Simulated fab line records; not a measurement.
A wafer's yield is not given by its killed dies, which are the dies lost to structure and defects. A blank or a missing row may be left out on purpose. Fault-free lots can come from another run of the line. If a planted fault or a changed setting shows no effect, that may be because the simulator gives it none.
Split-lot experiment :: flow n5_finfet :: on a route of 1938 steps: 7 lots, 21 wafers read

THE SPLIT ITSELF
At N5_BEOL_M14_EXPOSE_07 (exposes mask V13), the setting dose_mj was moved away from the recipe's 57 on 8 of the 21 wafers read, by -4.8% to +7.1%. This setting was run at the recipe's value on the other wafers.

FROM THE SPLIT TO THE READING: what the file shows between them, 4 steps
- N5_BEOL_M14_PEB_08: peb time 90 s
- N5_BEOL_M14_DEVELOP_09: develop time 45 s
- N5_BEOL_M14_STRIP_71: strips in post etch residue remover, time 60 s
- N5_BEOL_M14_SRD_72: time 30 s, dry time 30 s

THE READING
cd_nm, in nm, at N5_BEOL_M14_CD_MEAS_17 (target cd 250 nm). A value of 250.8 nm with a standard deviation of 2.7 nm is what fault-free wafers of this fab line usually give.

wafer: L077.3
tool, chamber at the split: krf_scanner-02, 0
dose_mj as run: 57
against the recipe: recipe
cd_nm, nm: 254.1
against lot-mates on the recipe: -

wafer: L077.5
tool, chamber at the split: krf_scanner-02, 0
dose_mj as run: 57
against the recipe: recipe
cd_nm, nm: 252.2
against lot-mates on the recipe: -

wafer: L077.6
tool, chamber at the split: krf_scanner-02, 0
dose_mj as run: 55.23
against the recipe: -3.1%
cd_nm, nm: 247.3
against lot-mates on the recipe: -5.8

wafer: L079.4
tool, chamber at the split: krf_scanner-01, 0
dose_mj as run: 57
against the recipe: recipe
cd_nm, nm: 250.9
against lot-mates on the recipe: -

wafer: L079.5
tool, chamber at the split: krf_scanner-01, 0
dose_mj as run: 57
against the recipe: recipe
cd_nm, nm: 247.7
against lot-mates on the recipe: -

wafer: L079.6
tool, chamber at the split: krf_scanner-01, 0
dose_mj as run: 57
against the recipe: recipe
cd_nm, nm: 244.7
against lot-mates on the recipe: -

wafer: L080.4
tool, chamber at the split: krf_scanner-01, 0
dose_mj as run: 57
against the recipe: recipe
cd_nm, nm: 252.8
against lot-mates on the recipe: -

wafer: L080.5
tool, chamber at the split: krf_scanner-01, 0
dose_mj as run: 57
against the recipe: recipe
cd_nm, nm: 255.3
against lot-mates on the recipe: -

wafer: L080.6
tool, chamber at the split: krf_scanner-01, 0
dose_mj as run: 61.06
against the recipe: +7.1%
cd_nm, nm: 267.8
against lot-mates on the recipe: +13.8

wafer: L084.2
tool, chamber at the split: krf_scanner-01, 0
dose_mj as run: 57
against the recipe: recipe
cd_nm, nm: 247.7
against lot-mates on the recipe: -

wafer: L084.3
tool, chamber at the split: krf_scanner-01, 0
dose_mj as run: 57
against the recipe: recipe
cd_nm, nm: 255.2
against lot-mates on the recipe: -

wafer: L084.6
tool, chamber at the split: krf_scanner-01, 0
dose_mj as run: 58.34
against the recipe: +2.4%
cd_nm, nm: 256.4
against lot-mates on the recipe: +4.9

wafer: L085.2
tool, chamber at the split: krf_scanner-02, 0
dose_mj as run: 54.28
against the recipe: -4.8%
cd_nm, nm: 242.9
against lot-mates on the recipe: -3.8

wafer: L085.3
tool, chamber at the split: krf_scanner-02, 0
dose_mj as run: 57
against the recipe: recipe
cd_nm, nm: 246.7
against lot-mates on the recipe: -

wafer: L085.5
tool, chamber at the split: krf_scanner-02, 0
dose_mj as run: 54.28
against the recipe: -4.8%
cd_nm, nm: 240.5
against lot-mates on the recipe: -6.2

wafer: L087.1
tool, chamber at the split: krf_scanner-01, 0
dose_mj as run: 57
against the recipe: recipe
cd_nm, nm: 247.9
against lot-mates on the recipe: -

wafer: L087.3
tool, chamber at the split: krf_scanner-01, 0
dose_mj as run: 59.54
against the recipe: +4.5%
cd_nm, nm: 259.1
against lot-mates on the recipe: +11.2

wafer: L087.6
tool, chamber at the split: krf_scanner-01, 0
dose_mj as run: 59.54
against the recipe: +4.5%
cd_nm, nm: 251.7
against lot-mates on the recipe: +3.8

wafer: L097.1
tool, chamber at the split: krf_scanner-02, 0
dose_mj as run: 57
against the recipe: recipe
cd_nm, nm: 249.0
against lot-mates on the recipe: -

wafer: L097.3
tool, chamber at the split: krf_scanner-02, 0
dose_mj as run: 57
against the recipe: recipe
cd_nm, nm: 251.0
against lot-mates on the recipe: -

wafer: L097.5
tool, chamber at the split: krf_scanner-02, 0
dose_mj as run: 59.73
against the recipe: +4.8%
cd_nm, nm: 259.2
against lot-mates on the recipe: +9.2

THE FIT
A straight line over all 21 wafers: cd_nm changes by +1.82 nm for each +1% of dose_mj; r = +0.85; the points scatter about the line by 3.4 nm.
The same after taking each lot's own level away (the mean of its wafers on the recipe; 21 wafers): +1.62 nm for each +1%; r = +0.90; scatter 2.3 nm.
That fit puts the effect of the largest move of dose_mj on the reading at 12 nm.
The span of the lots' own levels, 246.70 to 254.05 nm, comes to 2.7 times the standard deviation stated above.
Thus the slope moves with the lot-to-lot level: the two fits are different.
Check: with one of the wafers moved furthest among these (+7.1%) left out of the fit, the line predicts +11.2 nm for it against its lot-mates. Against them it came out at +13.8 nm.

ADDITIONAL SPLITS CARRIED BY THESE WAFERS
Before the reading, these wafers also passed through other splits. Each is held against what the fit with the lots' levels taken away leaves over:
other split on the same wafers: N5_BEOL_M9_ILD_DEP_00 time_s
wafers away from the commonest value: 8
r with cd_nm (lot level and that fit taken away): +0.11

other split on the same wafers: N5_BEOL_M9_COAT_22 spin_rpm
wafers away from the commonest value: 7
r with cd_nm (lot level and that fit taken away): +0.27

other split on the same wafers: N5_BEOL_M10_COAT_63 spin_rpm
wafers away from the commonest value: 6
r with cd_nm (lot level and that fit taken away): +0.15

other split on the same wafers: N5_BEOL_M10_PEB_26 peb_time_s
wafers away from the commonest value: 2
r with cd_nm (lot level and that fit taken away): -0.21

other split on the same wafers: N5_BEOL_M11_ETCH_41 time_s
wafers away from the commonest value: 9
r with cd_nm (lot level and that fit taken away): -0.01

other split on the same wafers: N5_BEOL_M12_TRENCH_ETCH_34 time_s
wafers away from the commonest value: 7
r with cd_nm (lot level and that fit taken away): +0.25

other split on the same wafers: N5_BEOL_M12_SPUTTER_45 time_s
wafers away from the commonest value: 6
r with cd_nm (lot level and that fit taken away): +0.41

other split on the same wafers: N5_BEOL_M13_CMP_49 down_force_psi
wafers away from the commonest value: 5
r with cd_nm (lot level and that fit taken away): +0.05

THE FILE'S OWN FIT
cd_nm changes by +1.74 nm for each +1% of dose_mj, r = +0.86.
